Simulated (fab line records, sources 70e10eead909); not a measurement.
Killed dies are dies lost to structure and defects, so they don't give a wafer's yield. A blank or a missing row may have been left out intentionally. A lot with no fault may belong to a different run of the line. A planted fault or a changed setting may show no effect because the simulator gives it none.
Chamber matching + flow nand_harc + 4 sister chambers for NHARC_P_M1_DESCUM_14 on rie_diel-12
The step chemistry O2, time 3 s. 4 wafers are shown with their chamber, then 7 later ones without.

== WAFERS, EACH WITH ITS CHAMBER ==
| wafer  | chamber | drypump_motor_current_A (A) |
|--------|---------|-----------------------------|
| L394.4 | 0       | 6.0                         |
| L394.5 | 3       | 6.1                         |
| L398.4 | 1       | 5.5                         |
| L398.5 | 2       | 6.5                         |

== WAFERS WITH NO CHAMBER GIVEN ==
| wafer  | drypump_motor_current_A (A) |
|--------|-----------------------------|
| L398.6 | 6.2                         |
| L403.1 | 6.5                         |
| L403.2 | 5.5                         |
| L403.3 | 6.1                         |
| L402.2 | 6.1                         |
| L402.3 | 6.1                         |
| L402.6 | 6.2                         |

== WHICH CHAMBER EACH WENT THROUGH ==
| wafer  | from the rows above     | in truth |
|--------|-------------------------|----------|
| L398.6 | can't be placed: 3 or 0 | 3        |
| L403.1 | 2                       | 2        |
| L403.2 | 1                       | 1        |
| L403.3 | can't be placed: 3 or 0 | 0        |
| L402.2 | can't be placed: 3 or 0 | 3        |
| L402.3 | can't be placed: 3 or 0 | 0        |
| L402.6 | can't be placed: 3 or 0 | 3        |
Correct placement for 2 of the 7. Cannot be placed on the basis of these rows: 5; the candidates contain the true chamber in 5. Placed wrongly: 0.
How it was worked out, from the rows above alone: a wafer's distance from a chamber is the root of the sum, over the readings, of the square of ((its reading less the chamber's mean) divided by the reading's scatter). The wafer belongs to the nearest chamber; if the next one is less than 2 further off, it can't be placed. Each chamber's mean is taken over the wafers shown for it. The scatter: root of mean squared gap, hidden wafer to nearest shown wafer, with one shown wafer a chamber.
